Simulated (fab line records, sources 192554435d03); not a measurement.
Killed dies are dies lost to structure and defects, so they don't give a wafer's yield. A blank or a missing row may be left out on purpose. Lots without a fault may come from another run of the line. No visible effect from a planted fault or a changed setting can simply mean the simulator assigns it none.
Split-lot study / flow n5Finfet / 7 lots, 39 wafers read, on a route of 1938 steps

== THE SPLIT ==
At N5_ZERO_LAYER_DEVELOP_10 (develop time 60 s), the setting developTimeS was moved away from the recipe's 60 s on 12 of the 39 wafers read, by -33.0% to +52.8%. The other wafers ran this setting at the recipe's value.

== FROM THE SPLIT ON TO THE READING: in between, the file shows 1 step ==
- N5_ZERO_LAYER_HARDBAKE_23: time 120 s

== THE READING ==
cdNm, in nm, at N5_ZERO_LAYER_CD_MEAS_11 (target cd 2000 nm). Fault-free wafers of this fab line usually give 1999.9 nm, standard deviation 1.3 nm.

wafer=L075.1; tool, chamber at the split=lithoTrack-04, 0; developTimeS as run, s=60; against the recipe=recipe; cdNm, nm=1999.7; against lot-mates on the recipe=-
wafer=L075.2; tool, chamber at the split=lithoTrack-04, 0; developTimeS as run, s=60; against the recipe=recipe; cdNm, nm=2000.4; against lot-mates on the recipe=-
wafer=L075.3; tool, chamber at the split=lithoTrack-04, 0; developTimeS as run, s=60; against the recipe=recipe; cdNm, nm=1998.1; against lot-mates on the recipe=-
wafer=L075.4; tool, chamber at the split=lithoTrack-04, 0; developTimeS as run, s=60; against the recipe=recipe; cdNm, nm=1999.7; against lot-mates on the recipe=-
wafer=L075.5; tool, chamber at the split=lithoTrack-04, 0; developTimeS as run, s=60; against the recipe=recipe; cdNm, nm=2000.4; against lot-mates on the recipe=-
wafer=L075.6; tool, chamber at the split=lithoTrack-04, 0; developTimeS as run, s=60; against the recipe=recipe; cdNm, nm=1998.6; against lot-mates on the recipe=-
wafer=L076.1; tool, chamber at the split=lithoTrack-04, 0; developTimeS as run, s=60; against the recipe=recipe; cdNm, nm=1997.1; against lot-mates on the recipe=-
wafer=L076.2; tool, chamber at the split=lithoTrack-04, 0; developTimeS as run, s=91.7; against the recipe=+52.8%; cdNm, nm=2007.0; against lot-mates on the recipe=+9.1
wafer=L076.3; tool, chamber at the split=lithoTrack-04, 0; developTimeS as run, s=60; against the recipe=recipe; cdNm, nm=1999.1; against lot-mates on the recipe=-
wafer=L076.4; tool, chamber at the split=lithoTrack-04, 0; developTimeS as run, s=60; against the recipe=recipe; cdNm, nm=1997.4; against lot-mates on the recipe=-
wafer=L076.5; tool, chamber at the split=lithoTrack-04, 0; developTimeS as run, s=91.7; against the recipe=+52.8%; cdNm, nm=2006.5; against lot-mates on the recipe=+8.6
wafer=L076.6; tool, chamber at the split=lithoTrack-04, 0; developTimeS as run, s=91.7; against the recipe=+52.8%; cdNm, nm=2006.8; against lot-mates on the recipe=+8.9
wafer=L077.1; tool, chamber at the split=lithoTrack-04, 0; developTimeS as run, s=60; against the recipe=recipe; cdNm, nm=1999.4; against lot-mates on the recipe=-
wafer=L077.2; tool, chamber at the split=lithoTrack-04, 0; developTimeS as run, s=60; against the recipe=recipe; cdNm, nm=2000.8; against lot-mates on the recipe=-
wafer=L077.3; tool, chamber at the split=lithoTrack-04, 0; developTimeS as run, s=60; against the recipe=recipe; cdNm, nm=2003.3; against lot-mates on the recipe=-
wafer=L077.4; tool, chamber at the split=lithoTrack-04, 0; developTimeS as run, s=60; against the recipe=recipe; cdNm, nm=2000.0; against lot-mates on the recipe=-
wafer=L077.5; tool, chamber at the split=lithoTrack-04, 0; developTimeS as run, s=60; against the recipe=recipe; cdNm, nm=2000.2; against lot-mates on the recipe=-
wafer=L077.6; tool, chamber at the split=lithoTrack-04, 0; developTimeS as run, s=60; against the recipe=recipe; cdNm, nm=2000.8; against lot-mates on the recipe=-
wafer=L078.1; tool, chamber at the split=lithoTrack-05, 0; developTimeS as run, s=40.22; against the recipe=-33.0%; cdNm, nm=1991.5; against lot-mates on the recipe=-9.1
wafer=L078.2; tool, chamber at the split=lithoTrack-05, 0; developTimeS as run, s=40.22; against the recipe=-33.0%; cdNm, nm=1993.6; against lot-mates on the recipe=-7.0
wafer=L078.3; tool, chamber at the split=lithoTrack-05, 0; developTimeS as run, s=60; against the recipe=recipe; cdNm, nm=2002.3; against lot-mates on the recipe=-
wafer=L078.4; tool, chamber at the split=lithoTrack-05, 0; developTimeS as run, s=40.22; against the recipe=-33.0%; cdNm, nm=1992.8; against lot-mates on the recipe=-7.8
wafer=L078.5; tool, chamber at the split=lithoTrack-05, 0; developTimeS as run, s=60; against the recipe=recipe; cdNm, nm=2000.9; against lot-mates on the recipe=-
wafer=L078.6; tool, chamber at the split=lithoTrack-05, 0; developTimeS as run, s=60; against the recipe=recipe; cdNm, nm=1998.7; against lot-mates on the recipe=-
wafer=L093.2; tool, chamber at the split=lithoTrack-04, 0; developTimeS as run, s=60; against the recipe=recipe; cdNm, nm=2002.4; against lot-mates on the recipe=-
wafer=L093.4; tool, chamber at the split=lithoTrack-04, 0; developTimeS as run, s=60; against the recipe=recipe; cdNm, nm=2001.2; against lot-mates on the recipe=-
wafer=L093.5; tool, chamber at the split=lithoTrack-04, 0; developTimeS as run, s=60; against the recipe=recipe; cdNm, nm=2001.3; against lot-mates on the recipe=-
wafer=L094.1; tool, chamber at the split=lithoTrack-04, 0; developTimeS as run, s=60; against the recipe=recipe; cdNm, nm=1999.4; against lot-mates on the recipe=-
wafer=L094.2; tool, chamber at the split=lithoTrack-04, 0; developTimeS as run, s=71.13; against the recipe=+18.6%; cdNm, nm=2002.2; against lot-mates on the recipe=+2.8
wafer=L094.3; tool, chamber at the split=lithoTrack-04, 0; developTimeS as run, s=71.13; against the recipe=+18.6%; cdNm, nm=2003.7; against lot-mates on the recipe=+4.3
wafer=L094.4; tool, chamber at the split=lithoTrack-04, 0; developTimeS as run, s=71.13; against the recipe=+18.6%; cdNm, nm=2004.5; against lot-mates on the recipe=+5.1
wafer=L094.5; tool, chamber at the split=lithoTrack-04, 0; developTimeS as run, s=60; against the recipe=recipe; cdNm, nm=1998.3; against lot-mates on the recipe=-
wafer=L094.6; tool, chamber at the split=lithoTrack-04, 0; developTimeS as run, s=60; against the recipe=recipe; cdNm, nm=2000.6; against lot-mates on the recipe=-
wafer=L097.1; tool, chamber at the split=lithoTrack-05, 0; developTimeS as run, s=40.88; against the recipe=-31.9%; cdNm, nm=1993.0; against lot-mates on the recipe=-6.4
wafer=L097.2; tool, chamber at the split=lithoTrack-05, 0; developTimeS as run, s=40.88; against the recipe=-31.9%; cdNm, nm=1992.7; against lot-mates on the recipe=-6.7
wafer=L097.3; tool, chamber at the split=lithoTrack-05, 0; developTimeS as run, s=60; against the recipe=recipe; cdNm, nm=2000.3; against lot-mates on the recipe=-
wafer=L097.4; tool, chamber at the split=lithoTrack-05, 0; developTimeS as run, s=60; against the recipe=recipe; cdNm, nm=1999.4; against lot-mates on the recipe=-
wafer=L097.5; tool, chamber at the split=lithoTrack-05, 0; developTimeS as run, s=40.88; against the recipe=-31.9%; cdNm, nm=1990.1; against lot-mates on the recipe=-9.3
wafer=L097.6; tool, chamber at the split=lithoTrack-05, 0; developTimeS as run, s=60; against the recipe=recipe; cdNm, nm=1998.5; against lot-mates on the recipe=-

THE FIT
A straight line over all 39 wafers: cdNm changes by +0.177 nm for each +1% of developTimeS; r = +0.91; the points scatter about the line by 1.7 nm.
The same after taking each lot's own level away (the mean of its wafers on the recipe; 39 wafers): +0.2 nm for each +1%; r = +0.96; scatter 1.2 nm.
On that fit, the largest move of developTimeS shifts the reading by 11 nm.
From 1997.87 to 2001.63 nm: that is the span of the lots' own levels, equal to 2.9 times the standard deviation above.
So the slope is not independent of the lot-to-lot level: the two fits are not the same.
Check: for one of the wafers moved furthest among these (+52.8%), held out of the fit, the line's prediction against its lot-mates is +10.6 nm. It came out at +9.13 nm against them.

== FILE'S OWN FIT ==
cdNm changes by +0.2 nm for each +1% of developTimeS, r = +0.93.
